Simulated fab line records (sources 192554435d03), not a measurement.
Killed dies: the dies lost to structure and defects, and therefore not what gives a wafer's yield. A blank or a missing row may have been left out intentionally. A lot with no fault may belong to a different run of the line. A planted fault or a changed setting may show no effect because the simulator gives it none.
Matching of chambers	flow n5-finfet	N5_BEOL_M11_STRIP_19 on rie-diel-06 has 4 sister chambers
The step strips in O2. 18 wafers are shown with their chamber, then 9 later ones without.

WAFERS, EACH WITH ITS CHAMBER
wafer	chamber	drypump-motor-current-A (A)	showerhead-plenum-p-Torr (Torr)	throttle-valve-pct (%)
L078.3	1	5.3	2.10	16.85
L078.4	0	5.1	2.14	16.65
L078.5	2	6.0	2.05	16.73
L079.1	3	5.5	2.02	17.10
L079.4	1	5.3	2.10	16.85
L079.5	0	5.1	2.14	16.65
L084.1	0	5.1	2.14	16.18
L084.3	2	6.0	2.05	16.74
L084.6	3	5.5	2.01	17.12
L088.2	0	5.0	2.14	16.20
L088.3	1	5.4	2.09	16.88
L088.4	0	5.1	2.14	16.19
L089.2	1	5.4	2.09	16.89
L089.3	0	5.1	2.14	16.20
L089.4	2	6.0	2.05	16.78
L090.1	3	5.5	2.01	17.10
L090.2	2	6.0	2.04	16.77
L090.3	1	5.3	2.09	16.89

SIGNATURES, as means of the wafers listed above
reading	chamber 0	chamber 1	chamber 2	chamber 3	scatter within a chamber
drypump-motor-current-A	5.083	5.340	6.000	5.500	0.0381
showerhead-plenum-p-Torr	2.1400	2.0940	2.0475	2.0133	0.00432
throttle-valve-pct	16.3450	16.8720	16.7550	17.1067	0.142
Rule: a wafer's distance from a chamber is the root of the sum, over the readings, of the square of ((its reading less the chamber's mean) divided by the reading's scatter). If the next closest chamber is less than 2 further off than the closest, the wafer can't be placed; otherwise it belongs to the closest. How the scatter is found: for the shown wafers, subtract from each reading the mean of its chamber, square and add these, divide the total by (wafers less chambers), then take the root.

WAFERS WITH NO CHAMBER GIVEN
wafer	drypump-motor-current-A (A)	showerhead-plenum-p-Torr (Torr)	throttle-valve-pct (%)
L090.4	5.1	2.14	16.20
L090.5	5.4	2.09	16.88
L090.6	5.1	2.14	16.18
L087.1	5.3	2.09	16.90
L087.3	6.0	2.04	16.77
L087.5	5.5	2.01	17.13
L094.1	5.4	2.09	16.92
L094.2	6.0	2.04	16.77
L094.4	5.1	2.13	16.22

WHICH CHAMBER EACH WENT THROUGH
wafer	from the rows above	in truth
L090.4	0	0
L090.5	1	1
L090.6	0	0
L087.1	1	1
L087.3	2	2
L087.5	3	3
L094.1	1	1
L094.2	2	2
L094.4	0	0
9 of 9 placed correctly. Not placeable from these rows: 0. 0 placed wrongly.
